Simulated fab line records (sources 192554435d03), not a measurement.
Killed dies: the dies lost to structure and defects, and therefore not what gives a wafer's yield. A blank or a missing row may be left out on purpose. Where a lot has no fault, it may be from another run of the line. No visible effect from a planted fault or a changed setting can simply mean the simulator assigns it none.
Matching of chambers + flow n5 finfet + 3 sister chambers for N5_BEOL_M2_PRE_CLEAN_60 on cvd co-02
The step time 15 s. 6 wafers are shown with their chamber, then 11 later ones without.

## WAFERS PAIRED WITH THEIR CHAMBERS
| wafer  | chamber | heater power w (W) |
|--------|---------|--------------------|
| L085.4 | 2       | 81                 |
| L092.2 | 2       | 80                 |
| L089.2 | 0       | 106                |
| L089.4 | 0       | 105                |
| L089.5 | 1       | 89                 |
| L095.1 | 1       | 89                 |

## WAFERS WITHOUT THEIR CHAMBER
| wafer  | heater power w (W) |
|--------|--------------------|
| L095.4 | 89                 |
| L095.6 | 81                 |
| L079.1 | 88                 |
| L079.2 | 81                 |
| L079.6 | 81                 |
| L097.1 | 81                 |
| L097.2 | 92                 |
| L097.6 | 90                 |
| L094.1 | 80                 |
| L094.2 | 91                 |
| L094.6 | 80                 |

## WHICH CHAMBER EACH WENT THROUGH
| wafer  | from the rows above | in truth |
|--------|---------------------|----------|
| L095.4 | 1                   | 1        |
| L095.6 | 2                   | 2        |
| L079.1 | 1                   | 1        |
| L079.2 | 2                   | 2        |
| L079.6 | 2                   | 2        |
| L097.1 | 2                   | 2        |
| L097.2 | 1                   | 1        |
| L097.6 | 1                   | 1        |
| L094.1 | 2                   | 2        |
| L094.2 | 1                   | 1        |
| L094.6 | 2                   | 2        |
11 of 11 placed correctly. Number that these rows cannot place: 0. Wrongly placed: 0.
How it was worked out, from the rows above alone: a wafer's distance from a chamber is the root of the sum, over the readings, of the square of ((its reading less the chamber's mean) divided by the reading's scatter). The wafer belongs to the nearest chamber; if the next one is less than 2 further off, it can't be placed. For every chamber, the mean is computed from those of its wafers that are shown. The scatter: the root of (the sum of the squares of (reading less its chamber's mean) over the shown wafers, divided by (wafers less chambers)).
